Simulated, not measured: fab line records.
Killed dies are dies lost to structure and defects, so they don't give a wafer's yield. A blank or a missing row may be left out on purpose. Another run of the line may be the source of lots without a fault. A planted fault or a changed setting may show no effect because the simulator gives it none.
fab line records	flow n5_finfet
[record] lots = 12	wafers = 31	last_day = 17
route steps=1938 shown BEOL_M2@910 BEOL_M3@934 BEOL_M4@1111 PASSIVATION@1936
lots that met no fault: from a run of the same line without faults
start_h: start of the lot's first displayed wafer, in hours after the record's first day	wait_h: hours since the lot's step before	" identical to the entry in the row above	L1.1+2: a row that stands for several wafers	- value missing, or start not given	* or withheld: withheld	< > ~ a bound
route shown NAME@n: names a module that has steps shown in the file, with the first one's number in the route	usual: average and standard deviation across the fault-free wafers	same: alike in all rows	chamber/n: place in a boat	sites: readings site by site	_std_site: how widely they spread, as a standard deviation	_edge_site: the outer-site mean with the inner-site mean subtracted	radius_mm: how far each site lies from the wafer's centre	mask NAME#n: copy n	behind: the last tool/chamber to shape the wafer	hold: reason for holding the lot/hours on hold/outcome of the hold	device: whichever transistor did not switch (one of n, p or np)	end of line: the same wafers' tests at the end of the route	for a step that has no rows: nothing shown but its recipe	killed: the dies lost at the first sort to structure and to defects; this is not the yield of the wafer	map: per-die view of a wafer (x killed, . not killed, _ where there is no die)
set.NAME: the setting the step ran with; set.NAME@STEP: the setting that earlier step ran with	model.NAME: the simulator's own value behind a step, which no gauge read
a sample of lots followed through the steps of the route, with each step as a table and each wafer as a row
services: when a tool's chamber went out of use (start_h, in hours from the record's first day, below 0 if earlier), for how many hours, and the reason
[[steps]]
[step N5_BEOL_M2_SPUTTER_86]
[recipe] material = Cu	target_thk_a = 45	temp_c = -20	chamber_pressure_pa = 0.07	power_w = withheld	time_s = 8.29
[usual] throttle_valve_pct = 29.9/0.91
[same] time_s = 8.29
lot.wafer	tool	chamber	start_h	wait_h	throttle_valve_pct
L352.4	pvd_sputter-03	-	140.52	0.1	29.3
L352.6	"	-	"	"	30.4
L354.4	pvd_sputter-02	-	159.81	0.1	29.4
L354.5	"	-	"	"	29.5
L354.6	"	-	"	"	30.4
L356.2	pvd_sputter-01	-	169.44	0.1	30.1
L356.3	"	-	"	"	30.2
L356.6	"	-	"	"	30.4
L359.1	pvd_sputter-03	-	190.22	0.1	30.5
L359.3	"	-	"	"	31.4
L359.4	"	-	"	"	29.5
L361.3	pvd_sputter-03	-	205.69	0.1	30.3
L361.6	"	-	"	"	29.1
L364.3	pvd_sputter-03	-	223.52	0.1	29.0
L364.5	"	-	"	"	29.1
L364.6	"	-	"	"	30.3
L362.1	pvd_sputter-02	-	228.46	0.1	31.1
L362.3	"	-	"	"	29.3
L362.4	"	-	"	"	30.2
L363.2	pvd_sputter-03	-	228.71	0.1	30.2
L363.4	"	-	"	"	30.4
L363.6	"	-	"	"	30.2
L369.1	pvd_sputter-02	-	249.93	0.1	30.4
L369.4	"	-	"	"	29.5
L369.6	"	-	"	"	30.3
L370.3	pvd_sputter-02	-	253.29	0.1	30.2
L370.4	"	-	"	"	29.4
L372.5	pvd_sputter-01	-	267.39	0.0	28.2
L372.6	"	-	"	"	30.2
L374.2	pvd_sputter-02	-	293.60	0.1	30.3
L374.5	"	-	"	"	29.5
[step N5_BEOL_M2_SPUTTER_92]
[recipe] material = Cu	target_thk_a = 45	temp_c = -20	chamber_pressure_pa = 0.07	power_w = withheld	time_s = 8.29
[usual] throttle_valve_pct = 29.9/0.92
[same] time_s = 8.29
lot.wafer	tool	chamber	start_h	wait_h	throttle_valve_pct
L352.4	pvd_sputter-03	-	141.18	0.1	29.0
L352.6	"	-	"	"	30.4
L354.4	pvd_sputter-02	-	160.47	0.1	29.2
L354.5	"	-	"	"	29.5
L354.6	"	-	"	"	30.2
L356.2	pvd_sputter-01	-	170.10	0.1	30.1
L356.3	"	-	"	"	30.0
L356.6	"	-	"	"	30.0
L359.1	pvd_sputter-03	-	190.88	0.1	30.4
L359.3	"	-	"	"	31.6
L359.4	"	-	"	"	29.4
L361.3	pvd_sputter-03	-	206.35	0.1	30.3
L361.6	"	-	"	"	29.0
L364.3	pvd_sputter-03	-	224.26	0.1	29.1
L364.5	"	-	"	"	29.1
L364.6	"	-	"	"	30.1
L362.1	pvd_sputter-02	-	229.12	0.1	30.9
L362.3	"	-	"	"	29.3
L362.4	"	-	"	"	30.3
L363.2	pvd_sputter-03	-	229.45	0.1	30.1
L363.4	"	-	"	"	30.4
L363.6	"	-	"	"	30.2
L369.1	pvd_sputter-02	-	250.59	0.1	30.4
L369.4	"	-	"	"	29.6
L369.6	"	-	"	"	30.1
L370.3	pvd_sputter-02	-	253.95	0.1	30.2
L370.4	"	-	"	"	29.2
L372.5	pvd_sputter-01	-	268.05	0.0	28.2
L372.6	"	-	"	"	30.1
L374.2	pvd_sputter-02	-	294.26	0.1	30.1
L374.5	"	-	"	"	29.5
[step N5_BEOL_M2_CO_CAP_55]
[recipe] material = Co	target_thk_a = 20	temp_c = 200	precursor = CCTBA/H2	pressure_torr = 30	time_s = 102.1
[usual] chamber_pressure_Torr = 30.00/0.071	heater_power_outer_w = 128/6.3	heater_power_w = 243/7.6	time_s = 102.1/0
lot.wafer	tool	chamber	start_h	wait_h	chamber_pressure_Torr	heater_power_outer_w	heater_power_w	since_wet_clean_h	time_s
L352.4	cvd_co-01	0	142.52	0.0	29.94	137	252	-	102.1
L352.6	"	2	"	"	30.01	129	244	-	102.1
L354.4	cvd_co-01	0	161.82	0.0	30.03	142	255	-	102.1
L354.5	"	2	"	"	29.94	129	243	-	102.1
L354.6	"	1	"	"	30.04	122	243	-	102.1
L356.2	cvd_co-02	2	171.40	0.0	30.00	121	235	253	102.1
L356.3	"	0	"	"	30.07	126	251	713	102.1
L356.6	"	1	"	"	30.05	130	232	-	102.1
L359.1	cvd_co-01	0	192.46	0.0	30.04	137	246	952	102.1
L359.3	"	2	"	"	29.88	129	238	486	102.1
L359.4	"	0	"	"	30.10	136	254	-	102.1
L361.3	cvd_co-01	0	207.65	0.0	29.99	138	244	968	102.1
L361.6	"	0	"	"	29.99	140	256	-	102.1
L364.3	cvd_co-01	2	225.89	0.0	-	-	-	-	-
L364.5	"	0	"	"	-	-	-	-	-
L364.6	"	2	"	"	-	-	-	-	-
L362.1	cvd_co-01	2	230.42	0.0	-	-	-	-	-
L362.3	"	1	"	"	-	-	-	-	-
L362.4	"	2	"	"	-	-	-	-	-
L363.2	cvd_co-02	0	230.82	0.0	-	-	-	-	-
L363.4	"	2	"	"	-	-	-	-	-
L363.6	"	1	"	"	-	-	-	-	-
L369.1	cvd_co-02	0	251.89	0.0	30.03	123	254	793	102.1
L369.4	"	2	"	"	30.02	121	232	-	102.1
L369.6	"	0	"	"	30.07	125	248	-	102.1
L370.3	cvd_co-02	1	255.29	0.0	30.00	133	233	1234	102.1
L370.4	"	0	"	"	29.99	125	251	-	102.1
L372.5	cvd_co-01	1	269.35	0.0	29.93	120	249	-	102.1
L372.6	"	2	"	"	30.05	130	247	-	102.1
L374.2	cvd_co-01	2	295.56	0.0	29.90	129	242	589	102.1
L374.5	"	0	"	"	30.00	138	255	-	102.1
[step N5_BEOL_M3_HM_DEP_02]
[recipe] material = TiN	target_thk_a = 200	temp_c = 25	chamber_pressure_pa = 0.49996
[usual] throttle_valve_pct = 29.9/0.9
lot.wafer	tool	chamber	start_h	wait_h	throttle_valve_pct
L352.4	pvd_sputter-01	-	143.60	0.7	28.0
L352.6	"	-	"	"	28.9
L354.4	pvd_sputter-02	-	162.83	0.7	29.3
L354.5	"	-	"	"	29.5
L354.6	"	-	"	"	29.6
L356.2	pvd_sputter-01	-	173.26	1.5	28.1
L356.3	"	-	"	"	29.3
L356.6	"	-	"	"	29.4
L359.1	pvd_sputter-02	-	193.07	0.2	29.4
L359.3	"	-	"	"	29.3
L359.4	"	-	"	"	30.0
L361.3	pvd_sputter-03	-	208.81	0.8	31.8
L361.6	"	-	"	"	30.3
L364.3	pvd_sputter-03	-	226.29	0.0	29.1
L364.5	"	-	"	"	31.8
L364.6	"	-	"	"	30.3
L362.1	pvd_sputter-01	-	230.89	0.1	27.9
L362.3	"	-	"	"	30.2
L362.4	"	-	"	"	29.2
L363.2	pvd_sputter-03	-	231.23	0.0	31.7
L363.4	"	-	"	"	30.2
L363.6	"	-	"	"	32.0
L369.1	pvd_sputter-01	-	252.30	0.0	29.0
L369.4	"	-	"	"	28.4
L369.6	"	-	"	"	28.2
L370.3	pvd_sputter-02	-	256.51	0.8	29.4
L370.4	"	-	"	"	30.3
L372.5	pvd_sputter-01	-	271.82	2.1	28.3
L372.6	"	-	"	"	30.2
L374.2	pvd_sputter-02	-	296.56	0.6	30.3
L374.5	"	-	"	"	30.2
[step N5_BEOL_M4_RC_MEAS_101]
[usual] DIBL_N = 36.0/2	DIBL_P = 35.9/2.5	IOFF_N = 0.16/0.038	IOFF_P = 0.21/0.04	ION_N = 675/14	ION_P = 462/9.4	SS_N = 71.5/0.75	SS_P = 73.2/0.74	VT_N = 250/3.9	VT_P = -251/3.2
lot.wafer	tool	chamber	start_h	wait_h	DIBL_N[mV/V]	DIBL_P[mV/V]	IOFF_N[nA/um]	IOFF_P[nA/um]	ION_N[uA/um]	ION_P[uA/um]	SS_N[mV/dec]	SS_P[mV/dec]	VT_N[mV]	VT_P[mV]
L352.4	prober-01	0	164.16	0.5	35.2	35.1	0.17	0.22	691	472	70.9	73.1	244	-245
L352.6	"	0	"	"	36.8	35.2	0.21	0.22	694	466	71.7	73.5	242	-246
L354.4	prober-01	0	182.65	0.5	36.7	37.6	0.18	0.24	670	463	72.8	73.0	249	-249
L354.5	"	0	"	"	37.8	38.4	0.21	0.24	678	455	73.3	74.1	250	-249
L354.6	"	0	"	"	34.0	33.3	0.13	0.16	667	459	72.2	73.1	257	-254
L356.2	prober-02	0	192.72	0.2	36.9	37.7	0.20	0.25	705	478	71.5	73.2	244	-246
L356.3	"	0	"	"	37.0	39.5	0.18	0.28	681	474	71.4	74.4	249	-249
L356.6	"	0	"	"	37.0	38.4	0.18	0.26	692	479	71.2	73.7	247	-248
L359.1	prober-02	0	212.35	0.0	35.6	34.3	0.16	0.23	701	483	71.3	72.8	243	-245
L359.3	"	0	"	"	34.8	33.3	0.13	0.22	683	475	69.7	72.4	248	-248
L359.4	"	0	"	"	35.3	34.1	0.14	0.23	686	472	70.6	72.8	248	-247
L361.3	prober-02	0	229.54	0.3	35.7	36.2	0.15	0.21	659	460	71.7	73.8	252	-251
L361.6	"	0	"	"	36.6	37.1	0.18	0.20	673	457	71.1	72.8	246	-251
L364.3	prober-01	0	243.21	0.3	37.8	37.0	0.22	0.23	678	454	72.3	73.3	245	-250
L364.5	"	0	"	"	35.3	34.3	0.16	0.19	671	457	72.3	72.9	248	-249
L364.6	"	0	"	"	35.9	37.3	0.17	0.24	665	459	71.3	73.5	249	-245
L362.1	prober-02	0	249.46	0.0	33.3	33.2	0.11	0.15	661	450	71.0	72.3	254	-255
L362.3	"	0	"	"	34.7	34.8	0.13	0.16	661	446	70.9	72.7	250	-254
L362.4	"	0	"	"	36.6	37.3	0.16	0.19	656	446	72.3	74.1	253	-255
L363.2	prober-01	0	249.63	0.2	33.6	33.9	0.11	0.16	669	461	71.3	72.5	254	-254
L363.4	"	0	"	"	37.2	37.7	0.18	0.20	682	460	71.8	73.6	248	-254
L363.6	"	0	"	"	37.0	37.6	0.18	0.21	693	463	71.1	73.7	244	-253
L369.1	prober-02	0	272.75	0.0	33.8	34.0	0.11	0.18	664	460	70.7	72.6	254	-251
L369.4	"	0	"	"	41.3	42.8	0.28	0.35	705	482	72.3	74.6	240	-243
L369.6	"	0	"	"	34.4	34.7	0.13	0.19	673	464	70.6	72.5	252	-252
L370.3	prober-01	0	273.98	0.3	33.9	30.5	0.13	0.16	653	444	70.8	72.2	252	-256
L370.4	"	0	"	"	39.8	39.0	0.27	0.30	696	469	72.6	73.9	241	-244
L372.5	prober-01	0	296.35	0.6	36.6	36.4	0.14	0.22	661	458	71.7	73.2	253	-250
L372.6	"	0	"	"	37.0	37.0	0.16	0.24	672	466	71.4	73.7	249	-249
L374.2	prober-01	0	311.46	0.2	38.3	37.2	0.19	0.21	689	465	72.3	74.2	249	-253
L374.5	"	0	"	"	39.1	37.9	0.21	0.22	679	454	73.5	73.3	246	-250
[step N5_PASSIVATION_PROBE_49]
[usual] defect_limited_yield = 91.3/1.5	killed_at_M0_to_M3 = 33/12	killed_at_M4_up = 15/5.2	killed_at_contacts = 12/5.1	killed_at_front_end = 39/11	killed_at_other = 5/3.6	killed_dies = 103/18	killed_open = 67/13	killed_short = 33/7.8	sort_bin_5_function = 5.1/0.96	sort_bin_6_memory = 3.2/0.71	sort_bin_8_speed = 0.01/0.063	sort_n_pass = 1077/18	sort_yield_pct = 91.3/1.5
[same] gross_dies = 1180	killed_at_back_side = 0	sort_bin_4_leakage[%] = 0
lot.wafer	tool	chamber	start_h	wait_h	defect_limited_yield[%]	killed_at_M0_to_M3	killed_at_M4_up	killed_at_contacts	killed_at_front_end	killed_at_other	killed_dies	killed_open	killed_short	sort_bin_5_function[%]	sort_bin_6_memory[%]	sort_bin_8_speed[%]	sort_n_pass	sort_yield_pct[%]
L362.1	prober-02	-	348.45	0.0	76.2	218	15	15	31	2	281	57	39	20.7	2.7	0	899	76.2
L362.3	prober-02	-	348.55	0.1	78.0	198	17	7	33	5	260	53	25	19.1	2.0	0	920	78.0
L362.4	prober-02	-	348.60	0.2	77.3	207	6	28	22	5	268	56	38	19.2	3.2	0	912	77.3
L363.2	prober-01	-	348.63	0.1	76.9	201	20	5	42	5	273	53	25	19.5	2.1	0	907	76.9
L363.4	prober-01	-	348.73	0.2	76.3	206	19	13	40	2	280	49	42	19.9	3.1	0	900	76.3
L363.6	prober-01	-	348.83	0.3	77.5	201	13	6	40	6	266	42	28	18.2	2.4	0	914	77.5
L364.3	prober-02	-	348.89	0.1	84.6	99	23	7	43	10	182	67	38	11.8	3.2	0.08	997	84.5
L364.5	prober-02	-	348.99	0.2	76.2	173	15	7	73	13	281	62	45	17.8	3.5	0	899	76.2
L364.6	prober-02	-	349.04	0.3	79.7	152	16	10	59	2	239	66	38	16.3	3.0	0	941	79.7
// killed by level:class
L362.1 BEOL_M0_SAQP:area_recess=185 MOL_CONTACT_COAG:geometric_particle:open=10 FIN_SAQP:geometric_particle:short=9 BEOL_M1:geometric_particle:open=7 BEOL_M2:geometric_particle:open=7 STI_FIN_REVEAL:geometric_particle:open=6 MOL_CONTACT_COAG:geometric_particle:short=5 BEOL_M5:geometric_particle:open=5
L362.3 BEOL_M0_SAQP:area_recess=174 HKMG_FIN:area_etch=8 MOL_CONTACT_COAG:geometric_particle:open=7 STI_FIN_REVEAL:geometric_particle:open=5 BEOL_M3:geometric_particle:open=5 BEOL_M4:geometric_particle:open=5 FIN_SAQP:geometric_particle:short=4 BEOL_M0_SAQP:geometric_particle:short=4
L362.4 BEOL_M0_SAQP:area_recess=173 MOL_CONTACT_COAG:geometric_particle:open=17 MOL_CONTACT_COAG:geometric_particle:short=11 BEOL_M1:geometric_particle:open=8 GATE_CUT:geometric_particle:open=7 BEOL_M0_SAQP:geometric_particle:short=6 BEOL_M2:geometric_particle:open=5 BEOL_M3:geometric_particle:open=4
L363.2 BEOL_M0_SAQP:area_recess=179 HKMG_FIN:area_etch=15 BEOL_M4:geometric_particle:open=11 BEOL_M0_SAQP:geometric_particle:open=10 BEOL_M0_SAQP:geometric_particle:short=8 STI_FIN_REVEAL:geometric_particle:open=7 FIN_SAQP:geometric_particle:open=6 FIN_SAQP:geometric_particle:short=4
L363.4 BEOL_M0_SAQP:area_recess=182 FIN_SAQP:geometric_particle:short=13 FIN_SAQP:geometric_particle:open=10 BEOL_M4:geometric_particle:open=8 MOL_CONTACT_COAG:geometric_particle:open=7 MOL_CONTACT_COAG:geometric_particle:short=6 BEOL_M0_SAQP:geometric_particle:short=6 BEOL_M2:geometric_particle:open=6
L363.6 BEOL_M0_SAQP:area_recess=179 HKMG_FIN:area_etch=17 BEOL_M4:geometric_particle:open=7 BEOL_M0_SAQP:geometric_particle:short=6 BEOL_M0_SAQP:geometric_particle:open=5 BEOL_M2:geometric_particle:open=5 FIN_SAQP:geometric_particle:open=4 MOL_CONTACT_COAG:geometric_particle:open=4
L364.3 BEOL_M0_SAQP:area_recess=77 FIN_SAQP:geometric_particle:short=12 FIN_SAQP:geometric_particle:open=11 STI_FIN_REVEAL:geometric_particle:open=10 BEOL_M0_SAQP:geometric_particle:open=10 BEOL_M4:geometric_particle:open=10 MOL_CONTACT_COAG:geometric_particle:open=6 BEOL_M4:geometric_particle:short=6
L364.5 BEOL_M0_SAQP:area_recess=151 HKMG_FIN:area_etch=23 FIN_SAQP:geometric_particle:open=10 FIN_SAQP:geometric_particle:short=10 STI_FIN_REVEAL:geometric_particle:open=9 GATE_CUT:geometric_particle:short=9 BEOL_M4:geometric_particle:open=9 BEOL_M1:geometric_particle:open=7
L364.6 BEOL_M0_SAQP:area_recess=128 STI_FIN_REVEAL:geometric_particle:open=17 GATE_CUT:geometric_particle:short=10 MOL_CONTACT_COAG:geometric_particle:open=10 FIN_SAQP:geometric_particle:short=9 FIN_SAQP:geometric_particle:open=7 BEOL_M0_SAQP:geometric_particle:open=7 BEOL_M0_SAQP:geometric_particle:short=7
[[services]]
tool	chamber	start_h	hours	kind
pvd_sputter-02	-	166.21	1.9	repair
cvd_co-02	-	167.00	2.8	pm
cvd_co-01	-	181.82	6.9	pm
pvd_sputter-03	-	186.93	2.6	repair
cvd_co-02	-	188.95	6.0	pm
cvd_co-01	-	201.31	1.5	repair
cvd_co-02	2	203.30	12.0	repair
cvd_co-01	-	257.08	2.8	pm
cvd_co-01	-	281.73	4.3	pm
[[key]]
[first_sign] step = N5_BEOL_M2_CO_CAP_55	reading = tool_record	direction = missing
[effect] step = N5_PASSIVATION_PROBE_49	reading = sort_bin_5_function	direction = up	sigmas = 13	usual = 5.1	struck = 18.0
met_at N5_BEOL_M2_CO_CAP_55
struck_lots L362,L363,L364
[baseline_loss] step = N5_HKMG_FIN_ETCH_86	wafers = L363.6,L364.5
not_acting_at N5_BEOL_M2_SPUTTER_86,N5_BEOL_M2_SPUTTER_92,N5_BEOL_M3_HM_DEP_02
onset_between 207.65 225.89
[earlier_fault] kind = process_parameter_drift	tool = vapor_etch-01	chamber = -	onset_h = 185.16	steps = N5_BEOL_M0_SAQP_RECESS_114	channel = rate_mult	offset = 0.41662	shape = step
[fault] kind = skipped_step_whole	tool = cvd_co-01,cvd_co-02	chamber = -	onset_h = 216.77	steps = N5_BEOL_M2_CO_CAP_55	scope = struck_lots_only
// baseline_loss: these wafers lose ten dies or more at that step, a loss of the line's own and not of a fault; the sort's usual values leave them out
